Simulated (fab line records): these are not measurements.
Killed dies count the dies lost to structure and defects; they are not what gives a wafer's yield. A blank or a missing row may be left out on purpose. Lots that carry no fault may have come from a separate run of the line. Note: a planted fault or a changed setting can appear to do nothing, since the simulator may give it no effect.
fab line records	flow n5-finfet
record: lots: 6	wafers: 18	last-day: 18
route steps=1938 shown BEOL_M7@1311 PASSIVATION@1936
lots that met no fault: from a run of the same line without faults
start-h: the number of hours between the record's first day and the start of the first shown wafer of the lot	wait-h: hours from the lot's prior step to this one	" identical to the entry in the row above	L1.1+2: a row that stands for several wafers	- value missing, or start not given	* or withheld: withheld	< > ~ a bound
route shown NAME@n: a module of which the file shows steps, and the number in the route of the first	usual: mean/standard deviation taken from wafers without a fault	same: alike in all rows	chamber/n: place in a boat	sites: each site's reading	_std_site: the standard deviation of these	_edge_site: outer sites' mean less inner sites'	radius-mm: how far each site lies from the wafer's centre	mask NAME#n: copy n	behind: the tool/chamber that last shaped the wafer	hold: reason for holding the lot/hours on hold/outcome of the hold	device: which transistor (n, p or np) failed to switch	end of line: at the end of the route, the tests of the same wafers	a step with no rows: only its recipe	killed: count of dies lost to structure and defects at first sort (not the wafer's yield)	map: shows each die of a wafer: x if killed, . if not, _ if none is there
set.NAME: the setting that was run; set.NAME@STEP: the one run at that earlier step	model.NAME: the simulator's own value behind a step, which no gauge read
lots at some steps of the route; a table a step, a row a wafer
services: a tool's chamber out of use, with start hour (start-h, from the record's first day; less than 0 if before it), hours out, and reason
== steps ==
step: N5_BEOL_M7_OCD_MEAS_38
usual: trench-depth-nm: 93.3/1.1
lot.wafer	tool	chamber	start-h	wait-h	trench-depth-nm
L554.2	ocd-02	-	286.62	-	93.8
L554.3	"	-	"	"	93.8
L554.6	"	-	"	"	93.6
L555.2	ocd-02	-	309.28	-	95.4
L555.4	"	-	"	"	94.3
L555.6	"	-	"	"	93.3
L557.1	ocd-02	-	346.44	-	94.5
L557.2	"	-	"	"	93.7
L557.6	"	-	"	"	94.6
L564.3	ocd-02	-	350.54	-	92.8
L564.5	"	-	"	"	93.4
L564.6	"	-	"	"	94.2
L563.1	ocd-02	-	352.40	-	92.7
L563.2	"	-	"	"	93.1
L563.4	"	-	"	"	91.2
L562.3	ocd-01	-	370.90	-	95.0
L562.4	"	-	"	"	92.8
L562.5	"	-	"	"	95.1
step: N5_BEOL_M7_HM_STRIP_39
recipe: chemistry: peroxide-tin-strip	material: TiN	target-depth-a: 250	temp-c: 50	time-s: 158
step: N5_BEOL_M7_SRD_40
recipe: time-s: 30	temp-c: 23	rinse-liquid: diw	dry: ipa-marangoni
step: N5_BEOL_M7_PRECLEAN_42
recipe: chemistry: residue-remover	time-s: 60	temp-c: 40
step: N5_BEOL_M7_SRD_43
recipe: time-s: 30	temp-c: 23	rinse-liquid: diw	dry: ipa-marangoni
step: N5_BEOL_M7_CD_MEAS_35
recipe: target-cd-nm: 40	polarity: opening
usual: cd-nm: 40.1/0.51
lot.wafer	tool	chamber	start-h	wait-h	cd-nm
L554.2	cd-sem-01	-	286.77	0.0	39.1
L554.3	"	-	"	"	39.3
L554.6	"	-	"	"	39.3
L555.2	cd-sem-03	-	309.43	0.0	39.5
L555.4	"	-	"	"	39.7
L555.6	"	-	"	"	39.6
L557.1	cd-sem-03	-	346.60	0.0	39.8
L557.2	"	-	"	"	39.9
L557.6	"	-	"	"	39.8
L564.3	cd-sem-02	-	350.79	0.0	41.3
L564.5	"	-	"	"	40.4
L564.6	"	-	"	"	41.5
L563.1	cd-sem-02	-	352.56	0.0	40.3
L563.2	"	-	"	"	40.7
L563.4	"	-	"	"	40.1
L562.3	cd-sem-02	-	371.05	0.0	40.5
L562.4	"	-	"	"	40.3
L562.5	"	-	"	"	40.3
step: N5_BEOL_M7_CURE_75
recipe: temp-c: 370	time-s: 120	ambient: DMADMS/He	material: SiCOH_lowk
usual: lamp-power-pct: 52.31/0.048	wafer_temp_C_max: 371.6/0.72
lot.wafer	tool	chamber	start-h	wait-h	lamp-power-pct	wafer_temp_C_max
L554.2	uv-cure-02	1	287.01	0.2	52.23	372.5
L554.3	"	1	"	"	52.25	371.7
L554.6	"	1	"	"	52.27	372.8
L555.2	uv-cure-01	2	309.52	0.1	52.30	371.4
L555.4	"	2	"	"	52.27	371.0
L555.6	"	2	"	"	52.45	371.3
L557.1	uv-cure-03	2	346.64	0.0	52.38	371.6
L557.2	"	2	"	"	52.29	371.2
L557.6	"	2	"	"	52.30	371.3
L564.3	uv-cure-01	1	351.14	0.4	52.38	372.9
L564.5	"	1	"	"	52.38	372.9
L564.6	"	1	"	"	52.33	373.2
L563.1	uv-cure-03	2	352.60	0.0	52.27	371.2
L563.2	"	2	"	"	52.36	372.0
L563.4	"	2	"	"	52.32	371.3
L562.3	uv-cure-01	2	371.29	0.2	52.26	371.1
L562.4	"	2	"	"	52.36	371.3
L562.5	"	2	"	"	52.32	371.3
step: N5_BEOL_M7_DEGAS_44
recipe: ambient: vacuum	temp-c: 250	time-s: 60
usual: heater-power-w: 322/41
lot.wafer	tool	chamber	start-h	wait-h	heater-power-w
L554.2	pvd-sputter-01	-	288.23	1.0	283
L554.3	"	-	"	"	275
L554.6	"	-	"	"	283
L555.2	pvd-sputter-01	-	309.82	0.2	336
L555.4	"	-	"	"	287
L555.6	"	-	"	"	340
L557.1	pvd-sputter-01	-	346.96	0.3	269
L557.2	"	-	"	"	278
L557.6	"	-	"	"	263
L564.3	pvd-sputter-01	-	351.94	0.7	266
L564.5	"	-	"	"	340
L564.6	"	-	"	"	274
L563.1	pvd-sputter-01	-	353.26	0.6	284
L563.2	"	-	"	"	279
L563.4	"	-	"	"	339
L562.3	pvd-sputter-02	-	373.85	2.5	329
L562.4	"	-	"	"	267
L562.5	"	-	"	"	284
step: N5_BEOL_M7_PRE_CLEAN_45
recipe: gas: H2/He	time-s: 30	temp-c: 250
usual: heater-power-w: 323/42
lot.wafer	tool	chamber	start-h	wait-h	heater-power-w
L554.2	pvd-sputter-01	-	288.27	0.0	281
L554.3	"	-	"	"	275
L554.6	"	-	"	"	288
L555.2	pvd-sputter-01	-	309.86	0.0	335
L555.4	"	-	"	"	283
L555.6	"	-	"	"	335
L557.1	pvd-sputter-01	-	347.00	0.0	272
L557.2	"	-	"	"	282
L557.6	"	-	"	"	278
L564.3	pvd-sputter-01	-	351.98	0.0	278
L564.5	"	-	"	"	340
L564.6	"	-	"	"	275
L563.1	pvd-sputter-01	-	353.30	0.0	287
L563.2	"	-	"	"	276
L563.4	"	-	"	"	350
L562.3	pvd-sputter-02	-	373.89	0.0	326
L562.4	"	-	"	"	268
L562.5	"	-	"	"	280
step: N5_BEOL_M7_ALD_77
recipe: material: TaN	target-thk-a: 20	temp-c: 275	ald-precursor-family: PDMAT	ald-co-reactant: NH3	pressure-torr: 3	carrier-flow-sccm: 1500	pulse-time-s: 2	purge-time-s: 3	co-reactant-purge-time-s: 2	co-reactant-pulse-time-s: 3	ald-cycles: 40	precursor-vessel-temp-c: 75	precursor-vessel-pressure-torr: 26.25	precursor-vessel-carrier-sccm: 1000
usual: heater-power-w: 424/39
lot.wafer	tool	chamber	start-h	wait-h	heater-power-w
L554.2	ald-metal-01	0	288.33	0.0	378
L554.3	"	2	"	"	470
L554.6	"	2	"	"	461
L555.2	ald-metal-02	1	309.92	0.0	401
L555.4	"	3	"	"	466
L555.6	"	0	"	"	354
L557.1	ald-metal-01	2	347.07	0.0	462
L557.2	"	3	"	"	425
L557.6	"	0	"	"	369
L564.3	ald-metal-02	2	352.10	0.1	433
L564.5	"	0	"	"	354
L564.6	"	3	"	"	486
L563.1	ald-metal-01	1	353.36	0.0	420
L563.2	"	0	"	"	367
L563.4	"	2	"	"	458
L562.3	ald-metal-02	1	373.95	0.0	414
L562.4	"	2	"	"	422
L562.5	"	3	"	"	482
step: N5_BEOL_M7_SURFACE_TREAT_79
recipe: gas: Ar	time-s: *	ion-energy-ev: *	ion-current-ma-cm2: 0.5	pressure-mtorr: *	ar-flow-sccm: 30
usual: throttle-valve-pct: *
lot.wafer	tool	chamber	start-h	wait-h	throttle-valve-pct
L554.2	pvd-sputter-02	-	288.61	0.2	*
L554.3	"	-	"	"	*
L554.6	"	-	"	"	*
L555.2	pvd-sputter-02	-	310.24	0.2	*
L555.4	"	-	"	"	*
L555.6	"	-	"	"	*
L557.1	pvd-sputter-01	-	347.40	0.2	*
L557.2	"	-	"	"	*
L557.6	"	-	"	"	*
L564.3	pvd-sputter-01	-	352.46	0.2	*
L564.5	"	-	"	"	*
L564.6	"	-	"	"	*
L563.1	pvd-sputter-01	-	353.66	0.2	*
L563.2	"	-	"	"	*
L563.4	"	-	"	"	*
L562.3	pvd-sputter-02	-	374.33	0.2	*
L562.4	"	-	"	"	*
L562.5	"	-	"	"	*
step: N5_BEOL_M7_CVD_78
recipe: material: Co	target-thk-a: 20	temp-c: withheld	precursor: CCTBA/H2	pressure-torr: 30	time-s: 142.3
step: N5_BEOL_M7_SPUTTER_48
recipe: material: Cu	target-thk-a: 100	temp-c: -20	bias-v: 60	power-w: 26000	chamber-pressure-pa: 0.13	time-s: 1.667
usual: cathode-dc-power-W: 25999/5	throttle-valve-pct: 30.4/0.79
lot.wafer	tool	chamber	start-h	wait-h	cathode-dc-power-W	throttle-valve-pct
L554.2	pvd-sputter-02	-	288.83	0.1	25997	31.1
L554.3	"	-	"	"	25997	30.1
L554.6	"	-	"	"	25995	31.5
L555.2	pvd-sputter-02	-	312.22	1.7	25998	29.5
L555.4	"	-	"	"	25999	30.2
L555.6	"	-	"	"	26000	31.7
L557.1	pvd-sputter-02	-	349.45	1.9	32023	31.4
L557.2	"	-	"	"	32019	30.5
L557.6	"	-	"	"	32026	29.3
L564.3	pvd-sputter-01	-	352.70	0.1	25997	31.5
L564.5	"	-	"	"	25996	31.2
L564.6	"	-	"	"	26000	31.5
L563.1	pvd-sputter-01	-	354.10	0.2	26000	29.3
L563.2	"	-	"	"	26004	31.4
L563.4	"	-	"	"	25998	31.3
L562.3	pvd-sputter-02	-	375.01	0.3	32023	31.3
L562.4	"	-	"	"	32016	29.4
L562.5	"	-	"	"	32013	30.3
step: N5_BEOL_M7_ECD_50
recipe: material: Cu	target-thk-a: 3000
step: N5_PASSIVATION_PROBE_49
usual: defect-limited-yield: 91.2/1.4	killed_at_M0_to_M3: 36/11	killed_at_M4_up: 14/5.6	killed-at-contacts: 12/5.9	killed-at-front-end: 38/13	killed-at-other: 3.5/2.7	killed-dies: 104/17	killed-open: 68/12	killed-short: 34/8.2	sort_bin_5_function: 5.1/0.95	sort_bin_6_memory: 3.3/0.7	sort_bin_8_speed: 0.00/0.007	sort-n-pass: 1076/17	sort-yield-pct: 91.2/1.4
same: gross-dies: 1180	killed-at-back-side: 0	sort_bin_4_leakage[%]: 0
lot.wafer	tool	chamber	start-h	wait-h	defect-limited-yield[%]	killed_at_M0_to_M3	killed_at_M4_up	killed-at-contacts	killed-at-front-end	killed-at-other	killed-dies	killed-open	killed-short	sort_bin_5_function[%]	sort_bin_6_memory[%]	sort_bin_8_speed[%]	sort-n-pass	sort-yield-pct[%]
L554.2	prober-01	-	373.83	0.1	91.8	34	21	8	26	8	97	65	30	5.2	2.8	0	1083	91.8
L554.3	prober-01	-	373.88	0.1	91.9	23	15	26	22	9	95	60	35	5.3	2.6	0	1085	91.9
L554.6	prober-01	-	374.03	0.3	90.8	57	6	20	18	7	108	71	36	5.3	3.6	0	1072	90.8
L557.1	prober-01	-	431.95	0.0	91.6	28	15	13	37	6	99	65	31	5.1	2.9	0	1081	91.6
L557.2	prober-01	-	432.00	0.1	91.6	30	10	18	39	2	99	75	23	4.8	3.2	0	1081	91.6
L557.6	prober-01	-	432.20	0.3	92.0	37	17	8	29	3	94	63	28	4.2	3.6	0	1086	92.0
L563.1	prober-01	-	434.47	0.0	93.0	29	4	14	35	1	83	44	33	4.2	1.9	0	1097	93.0
L563.2	prober-01	-	434.52	0.1	90.9	36	11	11	45	4	107	69	35	5.8	3.0	0	1073	90.9
L563.4	prober-01	-	434.62	0.2	90.5	45	13	15	33	6	112	60	48	5.4	3.7	0	1068	90.5
L564.3	prober-01	-	437.60	0.1	90.8	36	20	1	51	1	109	64	39	5.0	3.6	0	1071	90.8
L564.5	prober-01	-	437.70	0.2	88.0	63	17	12	50	0	142	95	44	6.9	4.9	0	1038	88.0
L564.6	prober-01	-	437.75	0.3	92.5	25	10	16	37	1	89	52	32	4.2	2.9	0	1091	92.5
L562.3	prober-01	-	442.99	0.1	89.6	50	12	18	42	1	123	77	44	6.1	3.6	0	1057	89.6
L562.4	prober-01	-	443.04	0.2	89.6	61	25	4	32	1	123	76	46	5.4	4.7	0	1057	89.6
L562.5	prober-01	-	443.09	0.2	89.0	56	23	5	39	7	130	79	47	6.1	4.7	0	1050	89.0
killed by level:class
L554.2 BEOL_M2:geometric-particle:open=10 BEOL_M4:geometric-particle:open=8 MOL_CONTACT_COAG:geometric-particle:open=7 GATE_CUT:geometric-particle:short=6 FIN_SAQP:geometric-particle:open=5 STI_FIN_REVEAL:geometric-particle:open=5 BEOL_M1:geometric-particle:open=4 BEOL_M1:geometric-particle:short=4
L554.3 MOL_CONTACT_COAG:geometric-particle:open=23 BEOL_M2:geometric-particle:open=8 BEOL_M4:geometric-particle:open=6 BEOL_M2:geometric-particle:short=6 STI_FIN_REVEAL:geometric-particle:open=4 GATE_CUT:geometric-particle:short=3 MOL_CONTACT_COAG:geometric-particle:short=3 BEOL_M0_SAQP:geometric-particle:short=3
L554.6 MOL_CONTACT_COAG:geometric-particle:open=17 BEOL_M3:geometric-particle:open=14 BEOL_M0_SAQP:geometric-particle:open=11 BEOL_M0_SAQP:geometric-particle:short=11 BEOL_M2:geometric-particle:open=7 MIM_TOP_ETCH:geometric-particle:short=5 STARTING-WAFER:geometric-particle:open=5 BEOL_M2:geometric-particle:short=4
L557.1 MOL_CONTACT_COAG:geometric-particle:open=11 BEOL_M0_SAQP:geometric-particle:open=10 STI_FIN_REVEAL:geometric-particle:open=7 FIN_SAQP:geometric-particle:short=4 BEOL_M3:geometric-particle:open=4 STI_FIN_REVEAL:geometric-particle:short=4 DUMMY_GATE:geometric-particle:open=4 GATE_CUT:geometric-particle:short=4
L557.2 STI_FIN_REVEAL:geometric-particle:open=14 MOL_CONTACT_COAG:geometric-particle:open=14 BEOL_M3:geometric-particle:open=9 FIN_SAQP:geometric-particle:open=6 BEOL_M4:geometric-particle:open=6 BEOL_M0_SAQP:geometric-particle:open=5 BEOL_M2:geometric-particle:open=5 STARTING-WAFER:geometric-particle:short=5
L557.6 BEOL_M0_SAQP:geometric-particle:short=14 BEOL_M0_SAQP:geometric-particle:open=10 STI_FIN_REVEAL:geometric-particle:open=9 MOL_CONTACT_COAG:geometric-particle:open=8 FIN_SAQP:geometric-particle:open=6 BEOL_M3:geometric-particle:open=5 BEOL_M4:geometric-particle:open=5 STARTING-WAFER:geometric-particle:open=5
L563.1 MOL_CONTACT_COAG:geometric-particle:open=11 GATE_CUT:geometric-particle:short=6 BEOL_M1:geometric-particle:open=6 FIN_SAQP:geometric-particle:short=5 FIN_SAQP:geometric-particle:open=5 BEOL_M0_SAQP:geometric-particle:short=5 DUMMY_GATE:geometric-particle:open=4 BEOL_M0_SAQP:geometric-particle:open=4
L563.2 FIN_SAQP:geometric-particle:open=13 FIN_SAQP:geometric-particle:short=12 BEOL_M1:geometric-particle:open=11 MOL_CONTACT_COAG:geometric-particle:open=8 BEOL_M0_SAQP:geometric-particle:short=6 BEOL_M0_SAQP:geometric-particle:open=6 BEOL_M3:geometric-particle:open=4 BEOL_M4:geometric-particle:open=4
L563.4 MOL_CONTACT_COAG:geometric-particle:open=9 BEOL_M0_SAQP:geometric-particle:short=9 BEOL_M3:geometric-particle:open=9 MOL_CONTACT_COAG:geometric-particle:short=6 BEOL_M0_SAQP:geometric-particle:open=6 BEOL_M1:geometric-particle:open=5 SPACER0:geometric-particle:short=4 BEOL_M1:geometric-particle:short=4
L564.3 FIN_SAQP:geometric-particle:open=13 FIN_SAQP:geometric-particle:short=13 BEOL_M4:geometric-particle:open=11 STI_FIN_REVEAL:geometric-particle:open=9 BEOL_M0_SAQP:geometric-particle:short=9 BEOL_M3:geometric-particle:open=9 BEOL_M1:geometric-particle:open=7 STI_FIN_REVEAL:geometric-particle:short=4
L564.5 BEOL_M0_SAQP:geometric-particle:open=15 FIN_SAQP:geometric-particle:open=12 BEOL_M2:geometric-particle:open=12 FIN_SAQP:geometric-particle:short=10 BEOL_M1:geometric-particle:open=9 STI_FIN_REVEAL:geometric-particle:open=8 MOL_CONTACT_COAG:geometric-particle:open=8 BEOL_M0_SAQP:geometric-particle:short=8
L564.6 FIN_SAQP:geometric-particle:open=18 FIN_SAQP:geometric-particle:short=14 MOL_CONTACT_COAG:geometric-particle:open=9 MOL_CONTACT_COAG:geometric-particle:short=6 BEOL_M0_SAQP:geometric-particle:open=6 BEOL_M2:geometric-particle:open=5 BEOL_M0_SAQP:geometric-particle:short=4 BEOL_M3:geometric-particle:open=4
L562.3 BEOL_M0_SAQP:geometric-particle:open=15 MOL_CONTACT_COAG:geometric-particle:open=12 GATE_CUT:geometric-particle:short=9 BEOL_M0_SAQP:geometric-particle:short=9 BEOL_M1:geometric-particle:open=9 STARTING-WAFER:geometric-particle:short=7 STI_FIN_REVEAL:geometric-particle:open=6 MOL_CONTACT_COAG:geometric-particle:short=6
L562.4 BEOL_M4:geometric-particle:open=16 BEOL_M0_SAQP:geometric-particle:open=15 BEOL_M0_SAQP:geometric-particle:short=15 FIN_SAQP:geometric-particle:short=8 BEOL_M1:geometric-particle:open=8 BEOL_M2:geometric-particle:open=7 BEOL_M3:geometric-particle:open=7 FIN_SAQP:geometric-particle:open=6
L562.5 BEOL_M0_SAQP:geometric-particle:open=18 BEOL_M0_SAQP:geometric-particle:short=15 BEOL_M4:geometric-particle:open=11 DUMMY_GATE:geometric-particle:open=8 BEOL_M3:geometric-particle:open=7 BEOL_M5:geometric-particle:open=6 STARTING-WAFER:geometric-particle:short=5 FIN_SAQP:geometric-particle:open=4
== services ==
tool	chamber	start-h	hours	kind
uv-cure-01	-	268.04	2.8	pm
pvd-sputter-02	-	357.28	0.6	repair
ald-metal-02	-	365.43	2.8	pm
== key ==
first-sign: step: N5_BEOL_M7_SPUTTER_48	reading: cathode-dc-power-W	direction: up	sigmas: 99+	usual: *	struck: *
effect none on later readings
met-at N5_BEOL_M7_SPUTTER_48
struck-wafers L557.1,L557.2,L557.6,L562.3,L562.4,L562.5
onset-between 312.22 349.45
fault: kind: process-parameter-drift	tool: pvd-sputter-02	chamber: -	onset-h: 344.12	steps: N5_BEOL_M7_SPUTTER_48	channel: power-w	offset: *	shape: step	end-h: 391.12	acts-in: *	stated: *
